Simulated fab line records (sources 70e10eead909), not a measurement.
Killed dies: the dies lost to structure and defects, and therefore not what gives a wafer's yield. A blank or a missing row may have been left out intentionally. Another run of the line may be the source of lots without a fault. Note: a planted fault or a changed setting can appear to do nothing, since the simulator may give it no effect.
A struck lot beside a sound one -- flow nandHarc -- 15 out of 1302 route steps
Sound: wafers L330.1, L330.4, L330.6. Struck: wafers L323.1, L323.2, L323.6. The cause is named last.
At each step with rows: each side's tool, then ch and its chambers, then its first start. Under that, the readings that differ: sound wafers -- struck wafers -- difference of the means -- sigmas: that difference in standard deviations of wafers without a fault.
alike: a reading whose means differ by less than 2 such deviations, as well as words and numbers matching on both sides. not compared: withheld readings; readings where some wafer has no value; bounds like >300 that might hide an equal value; numbers whose values overlap and for which the record gives no deviation.
A row with sigmas, a row that says differs or no value, or rows on one side alone: a step with any of these is where the two part. Numbers that don't overlap but have no deviation are shown without sigmas and don't part them. Lack of a reading on every wafer of one side parts them only where that side has two or more wafers.

NHARC_A_CHANNEL_FILL_D2_ALD_03: deposits SiNx, target thk 6 nm, pulse time 60 s, ald cycles 58.
  sound on aldSinBatch-02 ch 0; struck on aldSinBatch-01 ch 0
  alike: precursorPulseHeightRel
NHARC_A_CHANNEL_FILL_D2_ALD_14: deposits SiO2, target thk 2.5 nm, pulse time 10 s, ald cycles 25.
  sound on aldHk-02 ch 0,1,3, day 20 17:14; struck on aldHk-04 ch 1,2, day 18 05:47
  alike: heaterPowerW, precursorPulseHeightRel
NHARC_A_CHANNEL_FILL_D2_ALD_15: deposits SiNx, target thk 2 nm, pulse time 60 s, ald cycles 19.
  sound on aldSinBatch-01 ch 0; struck on aldSinBatch-02 ch 0
  alike: precursorPulseHeightRel
NHARC_A_CHANNEL_FILL_D2_ALD_16: deposits SiO2, target thk 1.5 nm, pulse time 10 s, ald cycles 15.
  sound on aldHk-04 ch 0,2,3, day 20 22:28; struck on aldHk-02 ch 0,1,3, day 18 11:10
  alike: heaterPowerW, precursorPulseHeightRel
then, 4 steps without rows for these wafers: NHARC_A_CHANNEL_FILL_D2_ANNEAL_17 (time 1800 s); NHARC_A_CHANNEL_FILL_D2_CVD_18 (deposits poly-Si, target thk 3 nm); NHARC_A_CHANNEL_FILL_D2_ETCHBACK_19 (etches the open film in HBr/Cl2, target depth 5 nm, time 1.7 s); NHARC_A_CHANNEL_FILL_D2_ETCHBACK_20 (etches the open film in C4F8/O2/Ar, target depth 27 nm, time 13.5 s).
NHARC_A_CHANNEL_FILL_D2_STRIP_28: strips in O2, time 20 s.
  sound on rieDiel-09 ch 0,1,2, day 21 10:32; struck on rieDiel-13 ch 0,3, day 18 23:19
  alike: chamberPressureMTorr, drypumpMotorCurrentA, o2FlowSccm, oesProductAu, rfVppV, showerheadPlenumPTorr, throttleValvePct
  not compared: rfHoursCounterH
then, 3 steps without rows for these wafers: NHARC_A_CHANNEL_FILL_D2_PRECLEAN_21 (cleans in dHF, time 30 s); NHARC_A_CHANNEL_FILL_D2_SRD_23; NHARC_A_CHANNEL_FILL_D2_CVD_05 (deposits poly-Si, target thk 5 nm).
NHARC_A_CHANNEL_FILL_D2_ANNEAL_22: time 7200 s.
  sound on furnace-03 ch 0, day 21 20:56; struck on furnace-07 ch 0, day 19 06:34
reading,sound,struck,difference,sigmas
spikeTcBottomC (C),643.3 643.9 642.6,627.6 625.5 626.2,-16.8,-11
spikeTcCentreC (C),624.0 621.0 620.6,605.3 605.0 604.2,-17.0,-17
spikeTcLowerC (C),619.0 616.6 620.2,606.0 607.2 606.4,-12.1,-7
spikeTcTopC (C),638.0 637.5 636.4,622.1 622.2 620.6,-15.7,-14
spikeTcUpperC (C),618.4 620.9 618.5,602.6 603.0 602.7,-16.5,-17
tubeCenterTempC (C),619.92 620.04 619.99,603.97 604.04 603.97,-15.99,-99 or more
tube_center_temp_C_max,621.46 621.42 621.78,605.73 606.13 605.42,-15.79,-66
zonePowerUpperPct (%),8.78 8.68 8.84,8.03 8.02 8.08,-0.72,-4
NHARC_A_CHANNEL_FILL_D2_THK_MEAS_06: measures by ellipsometry.
  sound: filmMetro-01 at day 22 00:59; struck: filmMetro-02 at day 19 10:34
  alike: thkNm
NHARC_END_SORT_01:
  the record has rows for the sound wafers here (prober-01 ch 0, day 31 06:56) and none for the struck ones

== WHERE THEY PART ==
At NHARC_A_CHANNEL_FILL_D2_ANNEAL_22 first; at NHARC_END_SORT_01 last (within this record only).

WHY: the cause the simulator had injected
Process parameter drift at NHARC_A_CHANNEL_FILL_D2_ANNEAL_22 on furnace-07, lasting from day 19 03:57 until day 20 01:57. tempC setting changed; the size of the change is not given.
